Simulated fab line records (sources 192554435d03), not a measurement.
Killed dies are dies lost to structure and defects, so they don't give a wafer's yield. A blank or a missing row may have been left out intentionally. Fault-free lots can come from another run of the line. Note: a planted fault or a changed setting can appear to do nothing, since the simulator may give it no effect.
fab line records ; flow n5-finfet
record: lots: 9; wafers: 27; last-day: 17
route steps=1938 shown BEOL_M2@884 BEOL_M4@1111 PASSIVATION@1936
lots with no fault: from the same line, run without faults
start-h: hours from the record's first day to the start of the lot's first wafer shown ; wait-h: hours from the lot's prior step to this one ; " unchanged from the row above ; L1.1+2: several wafers, shown together as one row ; - no value, or no start given ; * or withheld: withheld ; < > ~ a bound
route shown NAME@n: names a module that has steps shown in the file, with the first one's number in the route ; usual: average and standard deviation across the fault-free wafers ; same: alike in all rows ; chamber/n: place in a boat ; sites: readings site by site ; _std_site: the values' standard deviation ; _edge_site: outer sites' mean less inner sites' ; radius-mm: for every site, how far away it sits from the centre of the wafer ; mask NAME#n: copy n ; behind: the most recent tool/chamber to have shaped the wafer ; hold: why the lot was held/for how many hours/how that ended ; device: the n, p or np transistor that did not switch ; end of line: the route-end tests of the same wafers ; where a step has no rows: the recipe by itself ; killed: not the wafer's yield, but the dies lost to structure and defects at the first sort ; map: per-die view of a wafer (x killed, . not killed, _ where there is no die)
set.NAME: the run value of the setting; set.NAME@STEP: its run value at that earlier step ; model.NAME: the simulator's own value behind a step, which no gauge read
route steps across a sampled set of lots; one table per step, one row per wafer
services: when a tool's chamber went out of use (start-h, in hours from the record's first day, below 0 if earlier), for how many hours, and the reason
== steps ==
step: N5_BEOL_M2_ETCH_70
recipe: chemistry: N2/H2; target: SOC; target-depth-a: 800; overetch-a: 240; mask-material: SiARC; temp-c: 40; time-s: 130; ion-energy-ev: 200; pressure-mtorr: 30; source-w: 840; bias-w: 150; n2-flow-sccm: 200; h2-flow-sccm: 200
usual: bias-w: 150.0/0.39; drypump-motor-current-A: 5.6/0.33; oes-product-au: 0.57/0.057; rf-vpp-V: 524.2/2.2; showerhead-plenum-p-Torr: 2.56/0.065; throttle-valve-pct: 17.78/0.27
lot.wafer;tool;chamber;start-h;wait-h;bias-w;drypump-motor-current-A;oes-product-au;rf-hours-counter-h;rf-vpp-V;showerhead-plenum-p-Torr;throttle-valve-pct
L872.2;rie-diel-01;1;145.02;0.0;150.1;5.8;0.53;192;522.8;2.52;17.45
L872.5;rie-diel-01;1;145.02;0.0;149.6;5.7;0.52;-;523.8;2.52;17.45
L872.6;rie-diel-01;0;145.02;0.0;149.6;5.9;0.71;-;522.1;2.52;17.74
L877.1;rie-diel-03;0;191.23;0.0;149.9;5.9;0.55;183;528.0;2.64;17.62
L877.4;rie-diel-03;3;191.23;0.0;149.8;5.7;0.58;118;521.0;2.46;17.51
L877.6;rie-diel-03;1;191.23;0.0;150.0;5.7;0.62;-;525.0;2.58;17.71
L878.2;rie-diel-05;1;197.93;0.0;149.9;5.6;0.55;197;526.8;2.60;17.69
L878.5;rie-diel-05;0;197.93;0.0;149.6;5.4;0.55;-;526.0;2.63;18.28
L878.6;rie-diel-05;2;197.93;0.0;150.4;5.2;0.53;-;526.9;2.64;18.31
L885.2;rie-diel-05;2;227.55;0.0;149.8;5.2;0.52;231;525.8;2.63;18.34
L885.4;rie-diel-05;3;227.55;0.0;150.2;6.5;0.70;7;528.4;2.70;17.49
L885.5;rie-diel-05;1;227.55;0.0;150.5;5.6;0.54;-;526.6;2.60;17.70
L884.1;rie-diel-05;1;235.31;0.0;149.8;5.6;0.54;210;526.5;2.59;17.71
L884.2;rie-diel-05;3;235.31;0.0;150.2;6.5;0.70;9;528.5;2.70;17.48
L884.3;rie-diel-05;0;235.31;0.0;149.9;5.4;0.55;206;525.6;2.63;18.27
L888.2;rie-diel-01;1;249.66;0.0;150.7;5.8;0.51;228;522.4;2.50;17.51
L888.3;rie-diel-01;3;249.66;0.0;149.8;5.5;0.51;242;523.1;2.50;18.14
L888.4;rie-diel-01;0;249.66;0.0;149.1;5.9;0.65;38;521.8;2.50;17.80
L889.1;rie-diel-03;0;252.99;0.0;149.6;5.9;0.54;206;525.7;2.63;17.69
L889.2;rie-diel-03;3;252.99;0.0;150.0;5.7;0.57;142;520.4;2.45;17.55
L889.5;rie-diel-03;2;252.99;0.0;150.1;5.0;0.53;-;522.9;2.54;17.78
L891.1;rie-diel-01;1;271.15;0.0;149.4;5.8;0.51;235;521.7;2.50;17.51
L891.3;rie-diel-01;2;271.15;0.0;149.4;5.7;0.66;20;522.6;2.49;17.89
L891.4;rie-diel-01;1;271.15;0.0;149.8;5.8;0.51;-;524.1;2.50;17.51
L893.2;rie-diel-01;1;282.14;0.0;149.7;5.8;0.51;240;522.5;2.50;17.53
L893.4;rie-diel-01;1;282.14;0.0;149.8;5.8;0.50;-;522.4;2.50;17.54
L893.5;rie-diel-01;0;282.14;0.0;150.1;5.9;0.63;-;523.6;2.50;17.82
step: N5_BEOL_M2_TRENCH_ETCH_37
recipe: chemistry: C4F6/O2; target-depth-a: 555.55; target: SiOC; time-s: 29.2; ion-energy-ev: 250; pressure-mtorr: 30; source-w: 355; bias-w: 185; Ar_flow_sccm: 300; C4F6_flow_sccm: 10; O2_flow_sccm: 10
usual: C4F6_flow_sccm: 9.99/0.031; bias-w: 185.0/0.53; drypump-motor-current-A: 5.6/0.32; oes_o_777_au: 0.78/0.082; oes-product-au: 0.78/0.082; rf-vpp-V: 669/16; showerhead-plenum-p-Torr: 2.86/0.081; throttle-valve-pct: 20.76/0.27
lot.wafer;tool;chamber;start-h;wait-h;C4F6_flow_sccm;bias-w;drypump-motor-current-A;oes_o_777_au;oes-product-au;rf-hours-counter-h;rf-vpp-V;showerhead-plenum-p-Torr;throttle-valve-pct
L872.2;rie-diel-01;1;145.22;-;9.99;185.4;5.8;0.72;0.71;192;672;2.82;20.50
L872.5;rie-diel-01;1;145.22;-;9.91;185.5;5.8;0.73;0.71;-;675;2.82;20.47
L872.6;rie-diel-01;0;145.22;-;9.95;184.2;5.9;0.97;0.94;-;654;2.81;20.74
L877.1;rie-diel-03;1;191.44;-;9.92;184.9;5.7;0.81;0.85;65;676;2.86;20.63
L877.4;rie-diel-03;3;191.44;-;9.99;185.1;5.7;0.80;0.81;-;640;2.73;20.34
L877.6;rie-diel-03;0;191.44;-;9.89;184.6;5.9;0.72;0.74;-;676;2.95;20.70
L878.2;rie-diel-05;1;198.13;-;9.98;185.8;5.6;0.73;0.73;198;693;2.91;20.77
L878.5;rie-diel-05;0;198.13;-;9.96;184.9;5.4;0.74;0.75;-;677;2.93;21.18
L878.6;rie-diel-05;2;198.13;-;9.99;184.9;5.2;0.69;0.70;-;692;2.93;21.19
L885.2;rie-diel-05;2;227.76;-;9.99;195.0;5.2;0.69;0.71;231;723;2.93;21.20
L885.4;rie-diel-05;3;227.76;-;10.00;195.9;6.5;0.97;0.99;7;715;3.06;20.84
L885.5;rie-diel-05;1;227.76;-;9.98;196.1;5.6;0.72;0.74;-;724;2.91;20.80
L884.1;rie-diel-05;1;235.52;-;10.00;196.1;5.6;0.72;0.74;210;724;2.91;20.80
L884.2;rie-diel-05;3;235.52;-;9.98;195.8;6.5;0.97;0.99;9;715;3.06;20.84
L884.3;rie-diel-05;0;235.52;-;9.97;195.5;5.5;0.73;0.75;206;708;2.93;21.18
L888.2;rie-diel-01;1;249.87;-;10.03;185.6;5.8;0.70;0.69;229;673;2.81;20.54
L888.3;rie-diel-01;3;249.87;-;10.03;183.8;5.6;0.72;0.68;242;648;2.83;21.29
L888.4;rie-diel-01;0;249.87;-;10.02;184.5;5.9;0.88;0.87;38;654;2.79;20.79
L889.1;rie-diel-03;0;253.19;-;10.00;185.8;5.9;0.72;0.72;206;677;2.94;20.74
L889.2;rie-diel-03;3;253.19;-;9.97;184.9;5.7;0.77;0.77;142;642;2.72;20.38
L889.5;rie-diel-03;2;253.19;-;9.96;183.6;5.0;0.72;0.72;-;664;2.82;20.72
L891.1;rie-diel-01;1;271.35;-;9.98;185.1;5.8;0.70;0.67;235;674;2.80;20.53
L891.3;rie-diel-01;2;271.35;-;10.04;185.3;5.7;0.95;0.90;20;653;2.78;20.89
L891.4;rie-diel-01;1;271.35;-;9.98;185.1;5.8;0.69;0.68;-;672;2.80;20.53
L893.2;rie-diel-01;1;282.35;-;10.01;185.1;5.8;0.69;0.68;240;673;2.80;20.54
L893.4;rie-diel-01;1;282.35;-;10.00;184.9;5.8;0.69;0.68;-;673;2.80;20.55
L893.5;rie-diel-01;0;282.35;-;10.02;185.2;5.9;0.86;0.85;-;654;2.79;20.81
step: N5_BEOL_M2_PRE_CLEAN_45
recipe: gas: H2/He; time-s: 30; temp-c: 250
usual: heater-power-w: 343/36
lot.wafer;tool;chamber;start-h;wait-h;heater-power-w
L872.2;pvd-sputter-01;-;145.73;0.0;359
L872.5;pvd-sputter-01;-;145.73;0.0;271
L872.6;pvd-sputter-01;-;145.73;0.0;362
L877.1;pvd-sputter-01;-;192.08;0.0;345
L877.4;pvd-sputter-01;-;192.08;0.0;268
L877.6;pvd-sputter-01;-;192.08;0.0;400
L878.2;pvd-sputter-01;-;198.86;0.0;345
L878.5;pvd-sputter-01;-;198.86;0.0;393
L878.6;pvd-sputter-01;-;198.86;0.0;371
L885.2;pvd-sputter-03;-;228.52;0.0;363
L885.4;pvd-sputter-03;-;228.52;0.0;336
L885.5;pvd-sputter-03;-;228.52;0.0;371
L884.1;pvd-sputter-02;-;236.37;0.0;400
L884.2;pvd-sputter-02;-;236.37;0.0;313
L884.3;pvd-sputter-02;-;236.37;0.0;322
L888.2;pvd-sputter-01;-;250.73;0.0;270
L888.3;pvd-sputter-01;-;250.73;0.0;359
L888.4;pvd-sputter-01;-;250.73;0.0;344
L889.1;pvd-sputter-01;-;254.11;0.0;393
L889.2;pvd-sputter-01;-;254.11;0.0;344
L889.5;pvd-sputter-01;-;254.11;0.0;398
L891.1;pvd-sputter-03;-;271.82;0.0;363
L891.3;pvd-sputter-03;-;271.82;0.0;361
L891.4;pvd-sputter-03;-;271.82;0.0;324
L893.2;pvd-sputter-02;-;283.47;0.0;409
L893.4;pvd-sputter-02;-;283.47;0.0;311
L893.5;pvd-sputter-02;-;283.47;0.0;404
step: N5_BEOL_M2_SPUTTER_48
recipe: material: Cu; target-thk-a: 45; temp-c: -20; chamber-pressure-pa: 0.07; power-w: withheld; time-s: 8.29
usual: chuck-gas-flow-sccm: 1.27/0.052; throttle-valve-pct: 29.9/1.4
lot.wafer;tool;chamber;start-h;wait-h;chuck-gas-flow-sccm;throttle-valve-pct
L872.2;pvd-sputter-01;-;147.79;1.2;1.18;31.9
L872.5;pvd-sputter-01;-;147.79;1.2;1.26;32.2
L872.6;pvd-sputter-01;-;147.79;1.2;1.34;27.7
L877.1;pvd-sputter-02;-;193.99;1.2;1.27;28.2
L877.4;pvd-sputter-02;-;193.99;1.2;1.28;31.4
L877.6;pvd-sputter-02;-;193.99;1.2;1.33;30.3
L878.2;pvd-sputter-03;-;200.09;0.7;1.25;30.4
L878.5;pvd-sputter-03;-;200.09;0.7;1.27;30.1
L878.6;pvd-sputter-03;-;200.09;0.7;1.37;29.1
L885.2;pvd-sputter-01;-;230.95;1.8;1.29;27.8
L885.4;pvd-sputter-01;-;230.95;1.8;1.27;29.2
L885.5;pvd-sputter-01;-;230.95;1.8;1.32;27.7
L884.1;pvd-sputter-01;-;237.04;0.2;1.33;27.9
L884.2;pvd-sputter-01;-;237.04;0.2;1.24;31.1
L884.3;pvd-sputter-01;-;237.04;0.2;1.25;32.0
L888.2;pvd-sputter-01;-;251.63;0.1;1.27;32.0
L888.3;pvd-sputter-01;-;251.63;0.1;1.32;30.8
L888.4;pvd-sputter-01;-;251.63;0.1;1.27;29.2
L889.1;pvd-sputter-01;-;256.25;1.3;1.31;29.2
L889.2;pvd-sputter-01;-;256.25;1.3;1.17;27.9
L889.5;pvd-sputter-01;-;256.25;1.3;1.23;32.0
L891.1;pvd-sputter-02;-;272.63;0.1;1.27;31.4
L891.3;pvd-sputter-02;-;272.63;0.1;1.26;28.0
L891.4;pvd-sputter-02;-;272.63;0.1;1.42;29.7
L893.2;pvd-sputter-02;-;284.27;0.2;1.29;28.2
L893.4;pvd-sputter-02;-;284.27;0.2;1.29;31.2
L893.5;pvd-sputter-02;-;284.27;0.2;1.26;31.5
step: N5_BEOL_M4_RC_MEAS_101
usual: DIBL_N: 36.9/1.6; DIBL_P: 37.1/2; IOFF_N: 0.17/0.032; IOFF_P: 0.22/0.036; ION_N: 674/12; ION_P: 463/7.8; SS_N: 71.7/0.63; SS_P: 73.5/0.62; VT_N: 249/3.3; VT_P: -250/3.5
lot.wafer;tool;chamber;start-h;wait-h;DIBL_N[mV/V];DIBL_P[mV/V];IOFF_N[nA/um];IOFF_P[nA/um];ION_N[uA/um];ION_P[uA/um];SS_N[mV/dec];SS_P[mV/dec];VT_N[mV];VT_P[mV]
L872.2;prober-01;0;185.03;0.2;37.0;37.2;0.15;0.19;652;448;70.9;74.1;251;-257
L872.5;prober-01;0;185.03;0.2;37.6;38.0;0.16;0.21;668;462;71.8;74.3;252;-253
L872.6;prober-01;0;185.03;0.2;38.1;38.1;0.16;0.20;663;453;71.5;73.8;252;-253
L877.1;prober-01;0;220.95;0.0;38.6;38.0;0.19;0.27;674;464;72.3;73.7;248;-247
L877.4;prober-01;0;220.95;0.0;37.5;36.6;0.17;0.22;670;459;71.8;74.0;249;-250
L877.6;prober-01;0;220.95;0.0;37.1;36.7;0.18;0.23;677;463;72.2;73.6;248;-246
L878.2;prober-01;0;236.71;0.2;35.6;37.6;0.16;0.21;676;466;71.0;73.9;250;-249
L878.5;prober-01;0;236.71;0.2;35.7;37.9;0.16;0.22;674;458;71.9;73.2;250;-252
L878.6;prober-01;0;236.71;0.2;34.7;36.8;0.14;0.20;659;459;71.3;72.9;254;-252
L885.2;prober-01;0;257.42;0.2;38.2;39.2;0.21;0.25;688;465;72.6;74.0;247;-244
L885.4;prober-01;0;257.42;0.2;37.9;39.5;0.21;0.25;679;465;72.9;73.4;246;-249
L885.5;prober-01;0;257.42;0.2;35.0;36.4;0.15;0.21;662;457;71.8;73.9;248;-252
L884.1;prober-02;0;272.23;0.0;35.2;35.0;0.13;0.18;657;453;71.4;72.7;254;-254
L884.2;prober-02;0;272.23;0.0;37.9;37.9;0.17;0.23;667;461;72.0;74.2;251;-250
L884.3;prober-02;0;272.23;0.0;34.6;33.6;0.12;0.17;660;456;70.8;73.7;253;-256
L888.2;prober-01;0;280.19;0.2;36.1;35.9;0.16;0.25;672;468;71.8;73.7;247;-246
L888.3;prober-01;0;280.19;0.2;39.8;38.9;0.24;0.30;697;479;72.4;74.4;243;-243
L888.4;prober-01;0;280.19;0.2;37.8;37.5;0.20;0.28;695;473;71.5;73.8;245;-244
L889.1;prober-01;0;280.97;0.1;36.1;33.3;0.14;0.20;668;458;70.9;72.6;251;-249
L889.2;prober-01;0;280.97;0.1;41.5;40.4;0.26;0.34;700;481;71.9;74.8;243;-241
L889.5;prober-01;0;280.97;0.1;36.2;33.7;0.14;0.20;674;465;71.4;72.5;251;-247
L891.1;prober-01;0;300.02;0.0;36.6;38.6;0.18;0.22;679;459;72.4;73.8;250;-249
L891.3;prober-01;0;300.02;0.0;37.0;40.2;0.19;0.25;675;459;72.4;74.0;248;-252
L891.4;prober-01;0;300.02;0.0;37.5;40.7;0.20;0.27;683;468;72.8;74.1;246;-247
L893.2;prober-01;0;310.08;0.2;36.4;37.4;0.16;0.24;676;469;71.2;73.3;247;-245
L893.4;prober-01;0;310.08;0.2;37.4;38.7;0.17;0.25;677;467;70.5;73.9;249;-247
L893.5;prober-01;0;310.08;0.2;34.4;35.7;0.12;0.21;664;467;71.0;72.7;255;-249
step: N5_PASSIVATION_PROBE_49
usual: defect-limited-yield: 90.9/1.6; killed_at_M0_to_M3: 34/11; killed_at_M4_up: 14/5.7; killed-at-contacts: 13/6.5; killed-at-front-end: 43/11; killed-at-other: 4/3.1; killed-dies: 107/19; killed-on-rim: 14/3.9; killed-open: 71/14; killed-short: 35/7.9; sort_bin_5_function: 5.3/1.1; sort_bin_6_memory: 3.4/0.74; sort_bin_8_speed: 0.00/0.014; sort-n-pass: 1073/19
same: gross-dies: 1180; killed-at-back-side: 0; sort_bin_4_leakage[%]: 0
lot.wafer;tool;chamber;start-h;wait-h;defect-limited-yield[%];killed_at_M0_to_M3;killed_at_M4_up;killed-at-contacts;killed-at-front-end;killed-at-other;killed-dies;killed-on-rim;killed-open;killed-short;sort_bin_5_function[%];sort_bin_6_memory[%];sort_bin_8_speed[%];sort-n-pass
L888.2;prober-02;-;370.57;0.1;90.3;51;15;10;30;8;114;21;73;40;6.3;3.0;0;1066
L888.3;prober-02;-;370.62;0.1;93.9;39;5;7;21;0;72;11;42;30;3.8;2.2;0;1108
L888.4;prober-02;-;370.67;0.2;89.2;40;8;13;64;2;127;16;78;44;6.5;3.8;0;1053
killed by level:class
L888.2 BEOL_M0_SAQP:geometric-particle:short=13 STI_FIN_REVEAL:geometric-particle:open=10 BEOL_M1:geometric-particle:open=10 BEOL_M3:geometric-particle:open=9 MOL_CONTACT_COAG:geometric-particle:open=8 BEOL_M0:geometric-particle:open=6 BEOL_M4:geometric-particle:open=6 BEOL_M0:geometric-particle:short=5
L888.3 BEOL_M0_SAQP:geometric-particle:short=18 STI_FIN_REVEAL:geometric-particle:open=10 MOL_CONTACT_COAG:geometric-particle:open=6 BEOL_M0_SAQP:geometric-particle:open=6 BEOL_M1:geometric-particle:open=5 BEOL_M0:geometric-particle:open=3 BEOL_M1:geometric-particle:short=3 FIN_SAQP:geometric-particle:open=2
L888.4 STI_FIN_REVEAL:geometric-particle:open=25 BEOL_M0_SAQP:geometric-particle:short=16 BEOL_M0_SAQP:geometric-particle:open=14 MOL_CONTACT_COAG:geometric-particle:open=7 MOL_CONTACT_COAG:geometric-particle:short=6 FIN_SAQP:geometric-particle:open=5 STI_FIN_REVEAL:geometric-particle:short=5 BEOL_M1:geometric-particle:open=5
== services ==
tool;chamber;start-h;hours;kind
rie-diel-03;-;128.92;2.1;repair
rie-diel-05;2;141.89;14.4;repair
pvd-sputter-01;-;149.90;7.8;repair
rie-diel-05;0;157.23;1.9;repair
rie-diel-03;1;159.93;2.5;repair
rie-diel-05;-;161.75;14.6;pm
rie-diel-03;-;170.76;0.3;repair
pvd-sputter-01;-;175.05;0.9;repair
rie-diel-01;2;175.18;-;clean
rie-diel-01;2;175.18;-;consumable-replace:focus-ring
rie-diel-01;2;175.18;38.4;scheduled-down
rie-diel-01;2;175.18;38.4;vent-cycle
rie-diel-01;-;179.88;15.6;pm
rie-diel-05;3;180.98;-;clean
rie-diel-05;3;180.98;-;consumable-replace:focus-ring
rie-diel-05;3;180.98;-;consumable-replace:showerhead
rie-diel-05;3;180.98;20.5;scheduled-down
rie-diel-01;-;198.29;0.4;repair
rie-diel-01;0;243.88;4.7;repair
rie-diel-01;-;251.62;1.0;repair
rie-diel-01;3;271.09;-;clean
rie-diel-01;3;271.09;-;consumable-replace:focus-ring
rie-diel-01;3;271.09;30.4;scheduled-down
rie-diel-01;3;271.09;30.4;vent-cycle
== key ==
first-sign: step: N5_BEOL_M2_TRENCH_ETCH_37; reading: bias-w; direction: up; sigmas: 20; usual: *; struck: *
effect none on later readings
met-at N5_BEOL_M2_TRENCH_ETCH_37
struck-lots L884,L885
not-acting-at N5_BEOL_M2_ETCH_70,N5_BEOL_M2_PRE_CLEAN_45,N5_BEOL_M2_SPUTTER_48
onset-between 198.13 227.76
fault: kind: process-parameter-drift; tool: rie-diel-05; chamber: -; onset-h: 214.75; steps: N5_BEOL_M2_TRENCH_ETCH_37; channel: bias-w; offset: *; shape: step; end-h: 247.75; acts-in: *; stated: *
